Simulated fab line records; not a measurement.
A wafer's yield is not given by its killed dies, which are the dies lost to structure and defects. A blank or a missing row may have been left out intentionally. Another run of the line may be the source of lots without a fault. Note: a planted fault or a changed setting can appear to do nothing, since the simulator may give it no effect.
Chamber matching + flow n5Finfet + N5_BEOL_M5_VIA_ETCH_34 on rieDiel-04: 4 sister chambers
The step etches SiCOH lowk in C4F6/O2, target depth 88.3 nm, time 39.2 s. 27 wafers are shown with their chamber, then 12 later ones without.

WAFERS PAIRED WITH THEIR CHAMBERS
| wafer  | chamber | rfVppV (V) | throttleValvePct (%) | showerheadPlenumPTorr (Torr) |
|--------|---------|------------|----------------------|------------------------------|
| L074.1 | 1       | 708        | 20.4                 | 2.83                         |
| L074.3 | 2       | 665        | 21.3                 | 2.94                         |
| L074.5 | 1       | 707        | 20.4                 | 2.83                         |
| L076.1 | 3       | 673        | 20.9                 | 2.96                         |
| L076.3 | 2       | 664        | 21.3                 | 2.94                         |
| L076.6 | 1       | 708        | 20.4                 | 2.82                         |
| L079.3 | 3       | 674        | 20.9                 | 2.96                         |
| L079.4 | 1       | 706        | 20.4                 | 2.82                         |
| L079.6 | 2       | 665        | 21.4                 | 2.94                         |
| L082.2 | 1       | 708        | 20.4                 | 2.82                         |
| L082.4 | 2       | 666        | 21.4                 | 2.94                         |
| L082.6 | 2       | 666        | 21.4                 | 2.94                         |
| L081.2 | 1       | 708        | 20.4                 | 2.82                         |
| L081.4 | 2       | 666        | 21.4                 | 2.94                         |
| L081.5 | 3       | 673        | 20.9                 | 2.96                         |
| L087.2 | 2       | 667        | 21.4                 | 2.93                         |
| L087.4 | 3       | 673        | 20.9                 | 2.95                         |
| L087.6 | 3       | 674        | 20.9                 | 2.95                         |
| L088.2 | 3       | 673        | 20.9                 | 2.95                         |
| L088.3 | 1       | 707        | 20.4                 | 2.82                         |
| L088.5 | 1       | 707        | 20.4                 | 2.82                         |
| L086.1 | 2       | 665        | 21.4                 | 2.93                         |
| L086.2 | 1       | 706        | 20.4                 | 2.82                         |
| L086.5 | 3       | 673        | 20.9                 | 2.95                         |
| L089.2 | 0       | 652        | 21.0                 | 2.79                         |
| L089.4 | 3       | 673        | 20.9                 | 2.95                         |
| L089.6 | 2       | 665        | 21.4                 | 2.93                         |

SIGNATURES (averages over the wafers above)
| reading               | chamber 0 | chamber 1 | chamber 2 | chamber 3 | scatter within a chamber |
|-----------------------|-----------|-----------|-----------|-----------|--------------------------|
| rfVppV                | 652.00    | 707.22    | 665.44    | 673.25    | 0.76                     |
| throttleValvePct      | 21.000    | 20.400    | 21.378    | 20.900    | 0.026                    |
| showerheadPlenumPTorr | 2.7900    | 2.8222    | 2.9367    | 2.9538    | 0.00486                  |
Rule: for a wafer and a chamber, the distance is found by dividing, reading by reading, the gap between the wafer's reading and the chamber's mean by the reading's scatter, squaring, summing and taking the root. The wafer belongs to the nearest chamber; if the next one is less than 2 further off, it can't be placed. The scatter: the root of (the sum of the squares of (reading less its chamber's mean) over the shown wafers, divided by (wafers less chambers)).

WAFERS WHOSE CHAMBER IS MISSING
| wafer  | rfVppV (V) | throttleValvePct (%) | showerheadPlenumPTorr (Torr) |
|--------|------------|----------------------|------------------------------|
| L091.2 | 665        | 21.4                 | 2.93                         |
| L091.4 | 674        | 20.9                 | 2.95                         |
| L091.6 | 674        | 20.9                 | 2.95                         |
| L092.2 | 708        | 20.4                 | 2.81                         |
| L092.5 | 705        | 20.4                 | 2.81                         |
| L092.6 | 651        | 21.0                 | 2.78                         |
| L093.3 | 650        | 21.0                 | 2.78                         |
| L093.4 | 707        | 20.4                 | 2.81                         |
| L093.5 | 708        | 20.4                 | 2.81                         |
| L097.1 | 706        | 20.4                 | 2.81                         |
| L097.4 | 650        | 21.0                 | 2.78                         |
| L097.5 | 666        | 20.9                 | 2.93                         |

CHAMBER TAKEN BY EACH
| wafer  | from the rows above | in truth                   |
|--------|---------------------|----------------------------|
| L091.2 | 2                   | 2                          |
| L091.4 | 3                   | 3                          |
| L091.6 | 3                   | 3                          |
| L092.2 | 1                   | 1                          |
| L092.5 | 1                   | 1                          |
| L092.6 | 0                   | 0                          |
| L093.3 | 0                   | 0                          |
| L093.4 | 1                   | 1                          |
| L093.5 | 1                   | 1                          |
| L097.1 | 1                   | 1                          |
| L097.4 | 0                   | 0                          |
| L097.5 | 3                   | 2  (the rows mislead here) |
Correct placement for 11 of the 12. Number that these rows cannot place: 0. Placed wrongly: 1.
